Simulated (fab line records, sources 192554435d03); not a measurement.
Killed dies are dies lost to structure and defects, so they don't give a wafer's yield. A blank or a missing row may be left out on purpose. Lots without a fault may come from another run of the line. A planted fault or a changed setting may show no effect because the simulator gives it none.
fab line records | flow n5_finfet
record lots=7 wafers=39
route steps=1938 shown BEOL_M11@1578 BEOL_M13@1705 BEOL_M14@1762 PASSIVATION@1923
start_h: hours from the record's first day to the start of the lot's first wafer shown | wait_h: hours since the lot's step before | " the same as in the row above | L1.1+2: a row that stands for several wafers | - no value, or no start given | * or withheld: withheld | < > ~ a bound
route shown NAME@n: a module of which the file shows steps, and the number in the route of the first | usual: mean/standard deviation of fault-free wafers | same: alike in all rows | chamber/n: place in a boat | sites: the reading at each site | _std_site: their standard deviation | _edge_site: outer sites' mean less inner sites' | radius_mm: how far each site lies from the wafer's centre | mask NAME#n: copy n | behind: the tool/chamber that last shaped the wafer | hold: why the lot was held/for how many hours/how that ended | device: the transistor (n, p or np) that didn't switch | end of line: the same wafers' tests at the end of the route | a step without rows: its recipe alone | killed: dies lost to structure and defects at the first sort, not the wafer's yield | map: a wafer's dies, x killed, . not, _ none there
set.NAME: the setting as run; set.NAME@STEP: as run at that earlier step | model.NAME: the simulator's own value behind a step, which no gauge read
lots whose settings were changed on purpose; a table a step, a row a wafer
## steps
# step N5_BEOL_M11_TRENCH_ETCH_37
# recipe chemistry=C4F6/O2 target_depth_a=1488.3 target=SiCOH_lowk time_s=48 ion_energy_ev=250 pressure_mtorr=30 source_w=345 bias_w=185 Ar_flow_sccm=300 C4F6_flow_sccm=10 O2_flow_sccm=10
# columns lot.wafer tool chamber start_h wait_h set.time_s model.BEOL_M11.feature_depth_nm model.etch.depth_nm model.TiN_of_BEOL_M11_HM_DEP_02.thk_nm
L074.1 rie_diel-06 1 - - 74.81 230.4 230.3 13.4
L074.2 " 2 " " 48 150.4 150.3 15.6
L074.3 " 0 " " 48 145.6 145.7 15.6
L074.4 " 3 " " 74.81 233 232.9 13.2
L074.5 " 1 " " 48 148.8 148.8 15.6
L074.6 " 2 " " 74.81 235.2 235.2 12.8
L075.2 rie_diel-06 3 - - 48 148 148 16
L075.5 " 0 " " 48 143.6 143.5 16.4
L075.6 " 1 " " 48 145.2 145.2 16.2
L079.1 rie_diel-04 3 - - 31.17 96.2 96.13 17.2
L079.2 " 0 " " 48 146.2 146.2 16
L079.3 " 2 " " 31.17 95.6 95.66 17.2
L079.4 " 1 " " 48 149 149.1 15.8
L079.5 " 0 " " 48 146.2 146.2 15.8
L079.6 " 1 " " 31.17 96.2 96.18 17
L082.1 rie_diel-04 1 - - 28 86.4 86.44 17.8
L082.2 " 0 " " 28 85.2 85.3 17.6
L082.3 " 3 " " 48 146.6 146.5 16.4
L082.4 " 2 " " 48 147 146.9 16
L082.5 " 0 " " 28 84.2 84.28 17.8
L082.6 " 3 " " 48 146.2 146.2 16
L087.1 rie_diel-06 2 - - 48 150.2 150.1 16.2
L087.2 " 1 " " 48 147.8 147.7 16
L087.3 " 0 " " 48 145.8 145.8 16
L087.4 " 3 " " 48 146.6 146.6 16.2
L087.5 " 3 " " 48 147.6 147.6 16
L087.6 " 0 " " 48 146.6 146.7 16.4
L095.1 rie_diel-02 2 - - 21.86 67.6 67.69 18
L095.2 " 3 " " 48 145.8 145.9 15.8
L095.3 " 0 " " 21.86 68 68 18
L095.4 " 1 " " 48 148.2 148.3 15.8
L095.5 " 0 " " 48 148 148 15.8
L095.6 " 1 " " 21.86 68.4 68.34 18
L097.1 rie_diel-02 2 - - 57.01 176.6 176.6 15.6
L097.2 " 0 " " 57.01 176 176 15.6
L097.3 " 1 " " 48 149 149 16
L097.4 " 3 " " 57.01 174.8 174.7 15.6
L097.5 " 0 " " 48 148.8 148.8 16.2
L097.6 " 1 " " 48 148 148 16
# step N5_BEOL_M11_ETCH_41
# recipe chemistry=CH3F/O2 target=SiCN target_depth_a=426 taper_deg=2 time_s=86 ion_energy_ev=120 mask_material=TiN pressure_mtorr=30 source_w=395 bias_w=75 Ar_flow_sccm=150 CH3F_flow_sccm=30 O2_flow_sccm=20
# step N5_BEOL_M11_STRIP_77
# recipe chemistry=N2/H2 time_s=10 power_w=450 temp_c=40 pressure_mtorr=20 rf_frequency_hz=6e+07 bias_power_w=7 n2_flow_sccm=200 h2_flow_sccm=200
# step N5_BEOL_M11_OCD_MEAS_38
# usual trench_depth_nm=147.8/2.1
# columns lot.wafer tool chamber start_h wait_h set.time_s@BEOL_M11_TRENCH_ETCH_37 trench_depth_nm
L074.1 ocd-02 - 211.15 - 74.81 230.3
L074.2 " - " " 48 150.5
L074.3 " - " " 48 145.9
L074.4 " - " " 74.81 233.1
L074.5 " - " " 48 148.6
L074.6 " - " " 74.81 235.0
L075.2 ocd-02 - 215.96 - 48 147.9
L075.5 " - " " 48 143.6
L075.6 " - " " 48 145.2
L079.1 ocd-02 - 239.71 - 31.17 96.6
L079.2 " - " " 48 146.0
L079.3 " - " " 31.17 95.3
L079.4 " - " " 48 149.2
L079.5 " - " " 48 146.3
L079.6 " - " " 31.17 96.2
L082.1 ocd-01 - 268.03 - 28 86.8
L082.2 " - " " 28 85.5
L082.3 " - " " 48 146.2
L082.4 " - " " 48 147.0
L082.5 " - " " 28 83.8
L082.6 " - " " 48 146.1
L087.1 ocd-01 - 300.16 - 48 150.3
L087.2 " - " " 48 147.6
L087.3 " - " " 48 145.8
L087.4 " - " " 48 146.5
L087.5 " - " " 48 147.6
L087.6 " - " " 48 146.9
L095.1 ocd-01 - 334.88 - 21.86 67.8
L095.2 " - " " 48 145.9
L095.3 " - " " 21.86 68.0
L095.4 " - " " 48 148.1
L095.5 " - " " 48 148.0
L095.6 " - " " 21.86 68.3
L097.1 ocd-01 - 365.40 - 57.01 176.6
L097.2 " - " " 57.01 176.2
L097.3 " - " " 48 149.0
L097.4 " - " " 57.01 175.1
L097.5 " - " " 48 148.7
L097.6 " - " " 48 147.8
# step N5_BEOL_M11_HM_STRIP_39
# recipe chemistry=peroxide_tin_strip material=TiN target_depth_a=250 temp_c=50 time_s=158
# step N5_BEOL_M11_SRD_40
# recipe time_s=30 temp_c=23 rinse_liquid=diw dry=ipa_marangoni
# step N5_BEOL_M11_ECD_50
# recipe material=Cu target_thk_a=3180
# step N5_BEOL_M11_ANNEAL_51
# recipe temp_c=225 time_s=90 ambient=N2
# step N5_BEOL_M11_CMP_52
# recipe stop_on=SiCOH_lowk t_overpolish_s=7 down_force_psi=1 platen_rpm=50 clearing_platen_down_force_psi=1.5 clearing_platen_rpm=50 post_cmp_clean=cu_alkaline target_thk_nm=140 clearing_platen_pad_velocity_m_s=0.99484 pad_velocity_m_s=0.99484
# columns lot.wafer tool chamber start_h wait_h set.time_s@BEOL_M11_TRENCH_ETCH_37 model.Cu_of_BEOL_M11_ECD_50.thk_nm
L074.4 cmp-03 0 213.14 0.1 74.81 222.2
L074.3 " 1 " " 48 135.4
L074.2 " 2 " " 48 139.2
L074.1 " 3 " " 74.81 219.2
L074.5 " 0 " " 48 138.4
L074.6 " 1 " " 74.81 224.8
L075.2 cmp-04 1 218.48 0.3 48 138.4
L075.6 " 3 " " 48 136
L075.5 " 0 " " 48 133.6
L079.3 cmp-02 3 241.75 0.2 31.17 85.6
L079.2 " 0 " " 48 136.6
L079.4 " 1 " " 48 139.2
L079.1 " 2 " " 31.17 85.8
L079.5 " 3 " " 48 135.6
L079.6 " 0 " " 31.17 87.6
L082.4 cmp-03 2 269.91 0.1 48 137.6
L082.2+1 " 3,0 " " 28 75.8
L082.3 " 1 " " 48 135.6
L082.5 " 2 " " 28 75
L082.6 " 3 " " 48 136.6
L087.1 cmp-04 0 304.22 0.3 48 140
L087.2+4 " 1,3 " " 48 138
L087.3 " 2 " " 48 136.2
L087.6 " 0 " " 48 137.8
L087.5 " 1 " " 48 138.8
L095.3 cmp-03 0 338.30 0.2 21.86 58
L095.4 " 1 " " 48 138.2
L095.2 " 2 " " 48 136
L095.1 " 3 " " 21.86 57.2
L095.5 " 0 " " 48 137.2
L095.6 " 1 " " 21.86 60.2
L097.2 cmp-03 2 367.71 0.3 57.01 166.8
L097.1 " 3 " " 57.01 167.4
L097.3 " 0 " " 48 138.4
L097.4 " 1 " " 57.01 165.8
L097.5 " 2 " " 48 138.6
L097.6 " 3 " " 48 138
# step N5_BEOL_M11_THK_MEAS_53
# recipe thk_meas_gauge=xrf reads=Cu_of_BEOL_M11_ECD_50
# usual M11_THK=136.8/2.7
# columns lot.wafer tool chamber start_h wait_h set.time_s@BEOL_M11_TRENCH_ETCH_37 M11_THK[nm]
L074.1 film_metro-02 - 213.43 - 74.81 218.4
L074.2 " - " " 48 138.6
L074.3 " - " " 48 135.2
L074.4 " - " " 74.81 221.5
L074.5 " - " " 48 138.1
L074.6 " - " " 74.81 224.3
L075.2 film_metro-01 - 218.70 - 48 135.7
L075.5 " - " " 48 130.5
L075.6 " - " " 48 133.6
L079.1 film_metro-01 - 242.04 - 31.17 83.7
L079.2 " - " " 48 133.8
L079.3 " - " " 31.17 83.5
L079.4 " - " " 48 136.5
L079.5 " - " " 48 132.8
L079.6 " - " " 31.17 85.0
L082.1 film_metro-02 - 270.20 - 28 74.9
L082.2 " - " " 28 74.9
L082.3 " - " " 48 134.7
L082.4 " - " " 48 135.8
L082.5 " - " " 28 74.0
L082.6 " - " " 48 134.8
L087.1 film_metro-01 - 304.52 - 48 138.1
L087.2 " - " " 48 135.0
L087.3 " - " " 48 133.5
L087.4 " - " " 48 135.2
L087.5 " - " " 48 135.6
L087.6 " - " " 48 134.6
L095.1 film_metro-02 - 338.59 - 21.86 57.5
L095.2 " - " " 48 136.6
L095.3 " - " " 21.86 58.2
L095.4 " - " " 48 138.4
L095.5 " - " " 48 137.5
L095.6 " - " " 21.86 60.3
L097.1 film_metro-02 - 368.00 - 57.01 166.6
L097.2 " - " " 57.01 165.3
L097.3 " - " " 48 137.2
L097.4 " - " " 57.01 164.7
L097.5 " - " " 48 137.9
L097.6 " - " " 48 137.1
# step N5_BEOL_M11_PRE_CLEAN_55
# recipe gas=NH3 time_s=15 temp_c=withheld rf_power_w=300
# step N5_BEOL_M11_DEP_56
# recipe material=SiCN target_thk_a=300 temp_c=withheld precursor=3MS/NH3 pressure_torr=3 rf_w=675 time_s=10.5
# step N5_BEOL_M11_RS_MEAS_57
# recipe thk_meas_gauge=four-point-probe reads=Cu_of_BEOL_M11_ECD_50+Co_of_BEOL_M11_CVD_75+TaN_of_BEOL_M11_ALD_74
# usual M11_RS=0.1527/0.0026
# columns lot.wafer tool chamber start_h wait_h set.time_s@BEOL_M11_TRENCH_ETCH_37 M11_RS[ohm/sq]
L074.1 film_metro-01 - 213.56 0.0 74.81 0.0928
L074.2 " - " " 48 0.1515
L074.3 " - " " 48 0.1562
L074.4 " - " " 74.81 0.0913
L074.5 " - " " 48 0.1528
L074.6 " - " " 74.81 0.0905
L075.2 film_metro-01 - 218.82 0.0 48 0.1524
L075.5 " - " " 48 0.1585
L075.6 " - " " 48 0.1555
L079.1 film_metro-02 - 242.17 0.0 31.17 0.2623
L079.2 " - " " 48 0.1545
L079.3 " - " " 31.17 0.2629
L079.4 " - " " 48 0.1514
L079.5 " - " " 48 0.1561
L079.6 " - " " 31.17 0.2565
L082.1 film_metro-02 - 270.32 0.0 28 0.3031
L082.2 " - " " 28 0.3033
L082.3 " - " " 48 0.1559
L082.4 " - " " 48 0.1538
L082.5 " - " " 28 0.3067
L082.6 " - " " 48 0.1547
L087.1 film_metro-01 - 304.64 0.0 48 0.1501
L087.2 " - " " 48 0.1533
L087.3 " - " " 48 0.1552
L087.4 " - " " 48 0.1528
L087.5 " - " " 48 0.1516
L087.6 " - " " 48 0.1532
L095.1 film_metro-02 - 338.72 0.0 21.86 0.4258
L095.2 " - " " 48 0.1552
L095.3 " - " " 21.86 0.4192
L095.4 " - " " 48 0.1531
L095.5 " - " " 48 0.1540
L095.6 " - " " 21.86 0.4001
L097.1 film_metro-01 - 368.13 0.0 57.01 0.1239
L097.2 " - " " 57.01 0.1245
L097.3 " - " " 48 0.1521
L097.4 " - " " 57.01 0.1252
L097.5 " - " " 48 0.1521
L097.6 " - " " 48 0.1528
# step N5_BEOL_M13_SPUTTER_43
# recipe material=TaN target_thk_a=150 temp_c=50 bias_v=168.6 power_w=15000 chamber_pressure_pa=0.12 time_s=24.19
# columns lot.wafer tool chamber start_h wait_h set.time_s model.TaN_of_BEOL_M13_SPUTTER_43.thk_nm
L074.1+2 pvd_sputter-03 - 221.43 0.0 24.19 15.4
L074.3 " - " " 10.66 7.2
L074.4 " - " " 10.66 6.8
L074.5 " - " " 24.19 15.2
L074.6 " - " " 10.66 7
L075.2+6 pvd_sputter-01 - 227.29 0.0 24.19 14.8
L075.5 " - " " 24.19 15
L079.1+4+6 pvd_sputter-03 - 251.07 0.0 24.19 15.2
L079.2+5 " - " " 28.4 17.8
L079.3 " - " " 28.4 17.6
L082.1+3+5 pvd_sputter-02 - 283.45 0.0 38.57 24
L082.2+6 " - " " 24.19 15
L082.4 " - " " 24.19 14.8
L087.1+3+5+6 pvd_sputter-03 - 317.32 0.0 24.19 15.2
L087.2+4 " - " " 24.19 15.4
L095.1 pvd_sputter-02 - 349.19 0.0 19.51 12
L095.2+4 " - " " 19.51 12.2
L095.3+5+6 " - " " 24.19 15
L097.1 pvd_sputter-01 - 375.27 0.0 28.78 18.2
L097.2+5 " - " " 24.19 15
L097.3+4 " - " " 28.78 18
L097.6 " - " " 24.19 15.2
# step N5_BEOL_M13_SPUTTER_44
# recipe material=Ta target_thk_a=100 temp_c=50 bias_v=80 power_w=15000 chamber_pressure_pa=0.07 time_s=16.13
# step N5_BEOL_M13_SPUTTER_45
# recipe material=Cu target_thk_a=800 temp_c=-20 bias_v=60 power_w=26000 chamber_pressure_pa=0.13 time_s=13.33
# step N5_BEOL_M13_ECD_47
# recipe material=Cu target_thk_a=9360
# step N5_BEOL_M13_ANNEAL_48
# recipe temp_c=225 time_s=90 ambient=N2
# step N5_BEOL_M13_CMP_49
# recipe stop_on=SiOC t_overpolish_s=17.1 down_force_psi=1 platen_rpm=50 clearing_platen_down_force_psi=1.5 clearing_platen_rpm=50 post_cmp_clean=cu_alkaline target_thk_nm=420 clearing_platen_pad_velocity_m_s=0.99484 pad_velocity_m_s=0.99484
# usual barrier_field_endpoint_s=30.3/0.7
# columns lot.wafer tool chamber start_h wait_h set.time_s@BEOL_M13_SPUTTER_43 barrier_field_endpoint_s
L074.4 cmp-01 0 222.16 0.1 10.66 20.1
L074.1 " 1 " " 24.19 30.3
L074.2 " 2 " " 24.19 30.7
L074.3 " 3 " " 10.66 20.5
L074.6 " 0 " " 10.66 20.8
L074.5 " 1 " " 24.19 30.2
L075.2 cmp-01 1 228.07 0.2 24.19 29.2
L075.6 " 0 " " 24.19 29.5
L075.5 " 1 " " 24.19 30.1
L079.3 cmp-01 1 251.80 0.2 28.4 33.0
L079.2 " 2 " " 28.4 32.8
L079.1 " 3 " " 24.19 31.1
L079.4 " 0 " " 24.19 30.5
L079.5 " 1 " " 28.4 34.5
L079.6 " 2 " " 24.19 30.7
L082.4 cmp-01 2 284.26 0.1 24.19 30.0
L082.1 " 3 " " 38.57 41.6
L082.2 " 0 " " 24.19 30.3
L082.3 " 1 " " 38.57 41.4
L082.6 " 2 " " 24.19 30.5
L082.5 " 3 " " 38.57 40.6
L087.3 cmp-03 3 318.06 0.2 24.19 30.1
L087.4 " 0 " " 24.19 30.5
L087.2 " 1 " " 24.19 30.7
L087.1 " 2 " " 24.19 30.4
L087.5 " 3 " " 24.19 30.8
L087.6 " 0 " " 24.19 30.5
L095.4 cmp-01 3 349.92 0.1 19.51 28.0
L095.2 " 0 " " 19.51 27.7
L095.3 " 1 " " 24.19 30.6
L095.1 " 2 " " 19.51 27.3
L095.6 " 3 " " 24.19 31.0
L095.5 " 0 " " 24.19 31.0
L097.4 cmp-03 2 376.03 0.1 28.78 34.2
L097.1 " 3 " " 28.78 34.1
L097.3 " 0 " " 28.78 33.3
L097.2 " 1 " " 24.19 30.7
L097.5 " 2 " " 24.19 30.7
L097.6 " 3 " " 24.19 30.1
# step N5_BEOL_M14_SPUTTER_43
# recipe material=TaN target_thk_a=150 temp_c=50 bias_v=168.6 power_w=15000 chamber_pressure_pa=0.12 time_s=24.19
# columns lot.wafer tool chamber start_h wait_h set.time_s model.TaN_of_BEOL_M14_SPUTTER_43.thk_nm
L074.1 pvd_sputter-02 - 229.45 0.0 24.19 15.2
L074.2+4+5 " - " " 18.39 11.2
L074.3 " - " " 24.19 15.4
L074.6 " - " " 24.19 15
L075.2+5+6 pvd_sputter-01 - 233.11 0.0 24.19 15.2
L079.1 pvd_sputter-01 - 257.03 0.0 24.19 15
L079.2+3+5+6 " - " " 24.19 15.2
L079.4 " - " " 24.19 15.4
L082.1+6 pvd_sputter-03 - 287.93 0.0 24.19 14.8
L082.2+3 " - " " 24.19 15
L082.4+5 " - " " 24.19 15.2
L087.1 pvd_sputter-01 - 325.03 0.0 28.17 17.8
L087.2+3 " - " " 24.19 15.6
L087.4 " - " " 24.19 15.4
L087.5+6 " - " " 28.17 18
L095.1+3+5 pvd_sputter-03 - 357.92 0.0 24.19 14.8
L095.2+6 " - " " 31.6 19.6
L095.4 " - " " 31.6 19.4
L097.1+6 pvd_sputter-01 - 380.45 0.0 18.55 11.8
L097.2 " - " " 18.55 11.6
L097.3+5 " - " " 24.19 15
L097.4 " - " " 24.19 14.8
# step N5_BEOL_M14_SPUTTER_44
# recipe material=Ta target_thk_a=150 temp_c=50 bias_v=80 power_w=15000 chamber_pressure_pa=0.07 time_s=24.19
# step N5_BEOL_M14_SPUTTER_45
# recipe material=Cu target_thk_a=1000 temp_c=-20 bias_v=60 power_w=26000 chamber_pressure_pa=0.13 time_s=16.67
# step N5_BEOL_M14_ECD_47
# recipe material=Cu target_thk_a=12480
# step N5_BEOL_M14_ANNEAL_48
# recipe temp_c=225 time_s=90 ambient=N2
# step N5_BEOL_M14_CMP_49
# recipe stop_on=SiO2 t_overpolish_s=5.2 down_force_psi=2 platen_rpm=80 clearing_platen_down_force_psi=2 clearing_platen_rpm=80 post_cmp_clean=cu_alkaline target_thk_nm=560 clearing_platen_pad_velocity_m_s=1.5917 pad_velocity_m_s=1.5917
# usual barrier_field_endpoint_s=11.35/0.25
# columns lot.wafer tool chamber start_h wait_h set.time_s@BEOL_M14_SPUTTER_43 barrier_field_endpoint_s
L074.3 cmp-01 2 230.36 0.2 24.19 11.44
L074.4 " 3 " " 18.39 9.76
L074.1 " 0 " " 24.19 11.12
L074.2 " 1 " " 18.39 9.64
L074.6 " 2 " " 24.19 11.20
L074.5 " 3 " " 18.39 9.82
L075.2 cmp-03 3 233.99 0.3 24.19 11.01
L075.5 " 0 " " 24.19 11.06
L075.6 " 1 " " 24.19 11.26
L079.3 cmp-04 3 257.89 0.2 24.19 11.27
L079.1 " 0 " " 24.19 11.37
L079.2 " 1 " " 24.19 11.24
L079.4 " 2 " " 24.19 11.65
L079.6 " 3 " " 24.19 11.24
L079.5 " 0 " " 24.19 11.30
L082.1 cmp-04 2 288.71 0.3 24.19 11.04
L082.4 " 3 " " 24.19 11.10
L082.3 " 0 " " 24.19 10.93
L082.2 " 1 " " 24.19 11.50
L082.5 " 2 " " 24.19 11.22
L082.6 " 3 " " 24.19 11.07
L087.4 cmp-01 2 326.22 0.1 24.19 11.83
L087.2 " 3 " " 24.19 11.75
L087.3 " 0 " " 24.19 11.58
L087.1 " 1 " " 28.17 12.68
L087.6 " 2 " " 28.17 12.37
L087.5 " 3 " " 28.17 12.72
L095.2 cmp-01 0 359.13 0.2 31.6 13.11
L095.4 " 1 " " 31.6 12.82
L095.1 " 2 " " 24.19 11.61
L095.3 " 3 " " 24.19 11.32
L095.5 " 0 " " 24.19 11.27
L095.6 " 1 " " 31.6 12.94
L097.4 cmp-03 3 381.22 0.1 24.19 10.92
L097.1 " 0 " " 18.55 9.82
L097.2 " 1 " " 18.55 9.74
L097.3 " 2 " " 24.19 11.35
L097.5 " 3 " " 24.19 11.30
L097.6 " 0 " " 18.55 9.55
# step N5_PASSIVATION_DEVELOP_43
# recipe develop_time_s=60 rinse_liquid=diw dry=air_spin dev_temp_c=21
# columns lot.wafer tool chamber start_h wait_h set.develop_time_s
L074.1+2+6 litho_track-01 0 - - 60
L074.3+4+5 " 0 " " 30.31
L075.2+5+6 litho_track-01 0 - - 60
L079.1+2+3+4+5+6 litho_track-01 0 - - 60
L082.1+3+6 litho_track-01 0 - - 71.33
L082.2+4+5 " 0 " " 60
L087.1+3+4 litho_track-02 0 - - 78.52
L087.2+5+6 " 0 " " 60
L095.1+2+3 litho_track-04 0 - - 60
L095.4+5+6 " 0 " " 81.03
L097.1+4+5 litho_track-04 0 - - 81.91
L097.2+3+6 " 0 " " 60
# step N5_PASSIVATION_HARDBAKE_45
# recipe temp_c=130 time_s=120
# step N5_PASSIVATION_CD_MEAS_44
# recipe target_cd_nm=40000 landing_energy_ev=500 detector=se_inlens
# usual cd_nm=39999/4.1
# columns lot.wafer tool chamber start_h wait_h set.develop_time_s@PASSIVATION_DEVELOP_43 cd_nm
L074.1 cd_sem-02 0 248.27 - 60 40001
L074.2 " 0 " " 60 39998
L074.3 " 0 " " 30.31 39969
L074.4 " 0 " " 30.31 39969
L074.5 " 0 " " 30.31 39973
L074.6 " 0 " " 60 40000
L075.2 cd_sem-02 0 249.13 - 60 40000
L075.5 " 0 " " 60 40003
L075.6 " 0 " " 60 40002
L079.1 cd_sem-03 0 276.49 - 60 39995
L079.2 " 0 " " 60 40002
L079.3 " 0 " " 60 39999
L079.4 " 0 " " 60 40001
L079.5 " 0 " " 60 39998
L079.6 " 0 " " 60 40002
L082.1 cd_sem-01 0 312.10 - 71.33 40005
L082.2 " 0 " " 60 40001
L082.3 " 0 " " 71.33 40007
L082.4 " 0 " " 60 40005
L082.5 " 0 " " 60 40002
L082.6 " 0 " " 71.33 40011
L087.1 cd_sem-02 0 346.96 - 78.52 40010
L087.2 " 0 " " 60 39998
L087.3 " 0 " " 78.52 40019
L087.4 " 0 " " 78.52 40010
L087.5 " 0 " " 60 40003
L087.6 " 0 " " 60 40003
L095.1 cd_sem-01 0 378.23 - 60 39998
L095.2 " 0 " " 60 40000
L095.3 " 0 " " 60 39991
L095.4 " 0 " " 81.03 40006
L095.5 " 0 " " 81.03 40007
L095.6 " 0 " " 81.03 40006
L097.1 cd_sem-01 0 397.81 - 81.91 40012
L097.2 " 0 " " 60 39993
L097.3 " 0 " " 60 40000
L097.4 " 0 " " 81.91 40011
L097.5 " 0 " " 81.91 40006
L097.6 " 0 " " 60 39994
## key
split step=N5_BEOL_M11_TRENCH_ETCH_37 setting=time_s stated=48 by=wafer
response step=N5_BEOL_M11_TRENCH_ETCH_37 reading=model.BEOL_M11.feature_depth_nm change=+1.48 per=1% r=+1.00
response step=N5_BEOL_M11_TRENCH_ETCH_37 reading=model.etch.depth_nm change=+1.48 per=1% r=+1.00
response step=N5_BEOL_M11_TRENCH_ETCH_37 reading=model.TiN_of_BEOL_M11_HM_DEP_02.thk_nm change=-0.0401 per=1% r=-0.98
response step=N5_BEOL_M11_OCD_MEAS_38 reading=trench_depth_nm change=+1.48 per=1% r=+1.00
response step=N5_BEOL_M11_CMP_52 reading=model.Cu_of_BEOL_M11_ECD_50.thk_nm change=+1.47 per=1% r=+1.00
response step=N5_BEOL_M11_THK_MEAS_53 reading=M11_THK change=+1.47 per=1% r=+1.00
response step=N5_BEOL_M11_RS_MEAS_57 reading=M11_RS change=-0.00299 per=1% r=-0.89
split step=N5_BEOL_M13_SPUTTER_43 setting=time_s stated=24.19 by=wafer
response step=N5_BEOL_M13_SPUTTER_43 reading=model.TaN_of_BEOL_M13_SPUTTER_43.thk_nm change=+0.151 per=1% r=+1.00
response step=N5_BEOL_M13_CMP_49 reading=barrier_field_endpoint_s change=+0.179 per=1% r=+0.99
split step=N5_BEOL_M14_SPUTTER_43 setting=time_s stated=24.19 by=wafer
response step=N5_BEOL_M14_SPUTTER_43 reading=model.TaN_of_BEOL_M14_SPUTTER_43.thk_nm change=+0.153 per=1% r=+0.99
response step=N5_BEOL_M14_CMP_49 reading=barrier_field_endpoint_s change=+0.0571 per=1% r=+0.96
split step=N5_PASSIVATION_DEVELOP_43 setting=develop_time_s stated=60 by=wafer
response step=N5_PASSIVATION_CD_MEAS_44 reading=cd_nm change=+0.44 per=1% r=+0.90
